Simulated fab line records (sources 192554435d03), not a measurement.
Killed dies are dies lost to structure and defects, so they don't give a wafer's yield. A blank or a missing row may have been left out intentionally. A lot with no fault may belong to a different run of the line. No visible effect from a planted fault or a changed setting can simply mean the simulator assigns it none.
Which of the tools did it?    flow n5-finfet    14 wafers sampled from 6 lots at 1 step of a route of 1938

== WHAT EACH GAUGE READ, for each wafer ==
N5_BEOL_M3_THK_MEAS_01.
lot   measured      on             M3_ILD_THK (nm)
L771  day 7 04:53   film-metro-02  77.3 78.3
L775  day 8 05:34   film-metro-01  78.7 77.5 80.0
L786  day 11 06:05  film-metro-01  80.4 79.7 79.8
L787  day 11 07:58  film-metro-02  78.1 77.7
L792  day 12 05:41  film-metro-02  80.1 79.8
L794  day 13 07:53  film-metro-01  78.5 79.9

== WHICH TOOL RAN EACH LOT (tool, then ch and the chambers of the sampled wafers, then the start) ==
There is no process step in the record ahead of these readings.

== THE ANSWER, worked out from the rows above alone ==
Rule: the usual values come from the lots themselves. The widest of any qualifying gaps counts: lots, ordered by their means at a reading, are off when they make up no more than a third of the lots, leave a main group of 4 or more, and stand apart from it by 3 or more times the standard deviation of that group's means. The tables above print the reading to a certain number of digits; a main group whose means all agree to those digits is not used. A lot without any number at a reading at which 4 lots or more have one is off too. The other lots that the step has rows for count as sound.
No lot is off at any reading shown: from this, nothing can be told.

== WHAT THE SIMULATOR HAD PUT IN ==
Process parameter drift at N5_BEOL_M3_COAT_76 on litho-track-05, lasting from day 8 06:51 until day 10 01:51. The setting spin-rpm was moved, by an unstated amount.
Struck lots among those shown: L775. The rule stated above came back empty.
